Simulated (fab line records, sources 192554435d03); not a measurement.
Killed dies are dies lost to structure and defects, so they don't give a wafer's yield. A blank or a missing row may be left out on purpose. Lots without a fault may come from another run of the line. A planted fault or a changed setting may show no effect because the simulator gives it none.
Chamber matching | flow n5_finfet | N5_BEOL_M4_STRIP_66 on rie_diel-06: 4 sister chambers
The step strips in CF4. 4 wafers are shown with their chamber, then 12 later ones without.

WAFERS WITH THEIR CHAMBER
wafer  | chamber | drypump_motor_current_A (A)
L087.2 | 3       | 5.0
L090.2 | 0       | 5.8
L090.5 | 1       | 5.3
L090.6 | 2       | 6.0

WAFERS WITHOUT THEIR CHAMBER
wafer  | drypump_motor_current_A (A)
L093.3 | 5.3
L093.4 | 6.1
L093.6 | 6.1
L095.1 | 5.3
L095.2 | 5.8
L095.4 | 5.0
L096.2 | 5.0
L096.4 | 5.3
L096.5 | 6.1
L097.1 | 5.3
L097.2 | 5.8
L097.5 | 5.3

WHICH CHAMBER EACH WENT THROUGH
wafer  | from the rows above | in truth
L093.3 | 1                   | 1
L093.4 | 2                   | 2
L093.6 | 2                   | 2
L095.1 | 1                   | 1
L095.2 | 0                   | 0
L095.4 | 3                   | 3
L096.2 | 3                   | 3
L096.4 | 1                   | 1
L096.5 | 2                   | 2
L097.1 | 1                   | 1
L097.2 | 0                   | 0
L097.5 | 1                   | 1
Placed correctly: 12 of 12. Can't be placed from these rows: 0. Placed wrongly: 0.
How it was worked out, from the rows above alone: a wafer's distance from a chamber is the root of the sum, over the readings, of the square of ((its reading less the chamber's mean) divided by the reading's scatter). The wafer belongs to the nearest chamber; if the next one is less than 2 further off, it can't be placed. A chamber's mean is the mean of its shown wafers. The scatter: with one shown wafer a chamber, the root of the mean of the squares of how far each hidden wafer lies from its nearest shown one.
